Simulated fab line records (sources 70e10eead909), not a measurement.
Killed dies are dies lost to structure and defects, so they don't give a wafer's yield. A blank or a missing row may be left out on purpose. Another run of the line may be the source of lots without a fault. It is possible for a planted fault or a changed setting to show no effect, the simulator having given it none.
A struck lot beside a sound one || flow nand-harc || 14 out of 1302 route steps
Sound: these wafers, L194.1, L194.2, L194.6. Struck: wafer L206.1 (left out: L206.2, L206.5 of the same lot, which were not struck); the cause appears at the end.
Each step with rows lists, per side, the tool, then ch with its chambers, then its first start. Under that, the readings that differ: sound wafers || struck wafers || difference of the means || sigmas: that difference in standard deviations of wafers without a fault.
alike: same words and numbers on both sides, and readings whose means sit less than 2 such deviations apart. not compared: any withheld reading, any reading some wafer has no value for, any bound like >300 that may hide the same value, and any number with overlapping values for which the record gives no deviation.
The two part at a step that has a row with sigmas, a row that says differs or no value, or rows on one side only. When numbers do not overlap yet have no deviation, they are printed without sigmas and do not part them. A reading that every wafer of one side lacks parts them only if that side has two wafers or more.

first, 4 steps without rows for these wafers: NHARC_A_BONDPAD_EBR_05; NHARC_A_BONDPAD_EXPOSE_06 (exposes mask A BPAD); NHARC_A_BONDPAD_PEB_07 (peb time 80 s); NHARC_A_BONDPAD_DEVELOP_08 (time 50 s).
NHARC_A_BONDPAD_CD_MEAS_09: the cd target is 500 nm.
  sound on cd-sem-03 ch 0, day 23 19:10; struck on cd-sem-01 ch 0, day 29 02:28
  alike: cd-nm
NHARC_A_BONDPAD_OVL_MEAS_35:
  sound on overlay-02 at day 23 19:15; struck on overlay-02 at day 29 02:34
  alike: overlay-x-nm, overlay-y-nm
then, 1 step without rows for these wafers: NHARC_A_BONDPAD_HARDBAKE_10 (time 65 s).
NHARC_A_BONDPAD_DESCUM_11: chemistry O2, time 3 s.
  sound on rie-diel-13 ch 0,1,3, day 23 19:23; struck on rie-diel-13 ch 0, day 29 02:41
  alike: chamber-pressure-mTorr, drypump-motor-current-A, o2-flow-sccm, oes-product-au, rf-vpp-V, showerhead-plenum-p-Torr, throttle-valve-pct
  not compared: rf-hours-counter-h
NHARC_A_BONDPAD_ETCH_34: etches the open film in N2/H2, target depth 60 nm, overetch 18 nm, time 65.91 s.
  sound on rie-diel-13 ch 0,3, day 23 19:28; struck on rie-diel-13 ch 2, day 29 02:47
  alike: chamber-pressure-mTorr, drypump-motor-current-A, oes-product-au, rf-vpp-V, run-length-s, showerhead-plenum-p-Torr, throttle-valve-pct
  not compared: rf-hours-counter-h
NHARC_A_BONDPAD_ETCH_12: etches the open film in CHF3/O2, target depth 220 nm, time 110 s.
  sound on rie-diel-13 ch 0,1; struck on rie-diel-13 ch 0
{"reading": "oes-product-au (a.u.)", "sound": "0.977 0.991 0.985", "struck": 0.918, "difference": -0.066, "sigmas": -3}
  alike: chamber-pressure-mTorr, drypump-motor-current-A, o2-flow-sccm, rf-vpp-V, run-length-s, showerhead-plenum-p-Torr, throttle-valve-pct
  not compared: rf-hours-counter-h
NHARC_A_BONDPAD_CD_MEAS_13:
  sound on cd-sem-03 at day 23 19:41; struck on cd-sem-03 at day 29 03:02
  alike: cd-nm
NHARC_A_BONDPAD_STRIP_15: strips in O2.
  sound on rie-diel-03 ch 1,3, day 23 19:47; struck on rie-diel-04 ch 3, day 29 03:07
  alike: chamber-pressure-mTorr, drypump-motor-current-A, o2-flow-sccm, oes-product-au, rf-vpp-V, showerhead-plenum-p-Torr, throttle-valve-pct
  not compared: rf-hours-counter-h
NHARC_A_BONDPAD_ETCH_24: etches the open film in CF4/N2, target depth 30 nm, time 72.99 s.
  sound on rie-diel-03 ch 1,3, day 23 19:55; struck on rie-diel-04 ch 1, day 29 03:17
{"reading": "run-length-s (s)", "sound": "95.3 94.5 94.9", "struck": 78.0, "difference": -16.9, "sigmas": -33}
  alike: chamber-pressure-mTorr, drypump-motor-current-A, oes-product-au, rf-vpp-V, showerhead-plenum-p-Torr, throttle-valve-pct
  not compared: rf-hours-counter-h
then, 1 step without rows for these wafers: NHARC_A_BONDPAD_STRIP_16 (strips in post etch residue remover, time 600 s).

WHERE THEY PART
At NHARC_A_BONDPAD_ETCH_12 first; at NHARC_A_BONDPAD_ETCH_24 last (within this record only).

WHY: what had been put in by the simulator
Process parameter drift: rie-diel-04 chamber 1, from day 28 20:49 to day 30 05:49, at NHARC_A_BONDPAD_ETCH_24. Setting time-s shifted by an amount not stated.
